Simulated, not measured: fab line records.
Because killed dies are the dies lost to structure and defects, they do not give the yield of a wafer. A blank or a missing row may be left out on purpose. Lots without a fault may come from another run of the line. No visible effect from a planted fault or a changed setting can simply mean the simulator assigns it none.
Matching of chambers || flow n5 finfet || N5_BEOL_M7_ALD_77 on ald metal-02: 4 sister chambers
The step deposits TaN, target thk 2 nm, pulse time 2 s, purge time 3 s. 8 wafers are shown with their chamber, then 10 later ones without.

## EACH WAFER AND ITS CHAMBER
{"wafer": "L076.2", "chamber": 1, "heater power w (W)": 524, "heater power outer w (W)": 289}
{"wafer": "L079.1", "chamber": 1, "heater power w (W)": 537, "heater power outer w (W)": 295}
{"wafer": "L082.4", "chamber": 2, "heater power w (W)": 496, "heater power outer w (W)": 252}
{"wafer": "L083.1", "chamber": 3, "heater power w (W)": 499, "heater power outer w (W)": 280}
{"wafer": "L087.5", "chamber": 3, "heater power w (W)": 502, "heater power outer w (W)": 280}
{"wafer": "L087.6", "chamber": 2, "heater power w (W)": 488, "heater power outer w (W)": 249}
{"wafer": "L093.3", "chamber": 0, "heater power w (W)": 388, "heater power outer w (W)": 218}
{"wafer": "L093.5", "chamber": 0, "heater power w (W)": 381, "heater power outer w (W)": 221}

## WAFERS WITHOUT THEIR CHAMBER
{"wafer": "L093.6", "heater power w (W)": 485, "heater power outer w (W)": 245}
{"wafer": "L096.2", "heater power w (W)": 377, "heater power outer w (W)": 219}
{"wafer": "L096.4", "heater power w (W)": 521, "heater power outer w (W)": 293}
{"wafer": "L096.5", "heater power w (W)": 529, "heater power outer w (W)": 294}
{"wafer": "L097.3", "heater power w (W)": 527, "heater power outer w (W)": 286}
{"wafer": "L097.5", "heater power w (W)": 531, "heater power outer w (W)": 295}
{"wafer": "L097.6", "heater power w (W)": 505, "heater power outer w (W)": 244}
{"wafer": "L091.3", "heater power w (W)": 495, "heater power outer w (W)": 276}
{"wafer": "L091.4", "heater power w (W)": 369, "heater power outer w (W)": 221}
{"wafer": "L091.5", "heater power w (W)": 540, "heater power outer w (W)": 298}

## WHICH CHAMBER EACH ONE RAN IN
{"wafer": "L093.6", "from the rows above": 2, "in truth": 2}
{"wafer": "L096.2", "from the rows above": 0, "in truth": 0}
{"wafer": "L096.4", "from the rows above": 1, "in truth": 1}
{"wafer": "L096.5", "from the rows above": 1, "in truth": 1}
{"wafer": "L097.3", "from the rows above": 1, "in truth": 1}
{"wafer": "L097.5", "from the rows above": 1, "in truth": 1}
{"wafer": "L097.6", "from the rows above": 2, "in truth": 2}
{"wafer": "L091.3", "from the rows above": 3, "in truth": 3}
{"wafer": "L091.4", "from the rows above": 0, "in truth": 0}
{"wafer": "L091.5", "from the rows above": 1, "in truth": 1}
Correct placement for 10 of the 10. Can't be placed from these rows: 0. Wrongly placed: 0.
How it was worked out, from the rows above alone: a wafer's distance from a chamber is the root of the sum, over the readings, of the square of ((its reading less the chamber's mean) divided by the reading's scatter). If the next closest chamber is less than 2 further off than the closest, the wafer can't be placed; otherwise it belongs to the closest. For every chamber, the mean is computed from those of its wafers that are shown. The scatter: take each reading less its chamber's mean, square it, sum over the shown wafers, divide by the number of wafers less the number of chambers, and take the root.
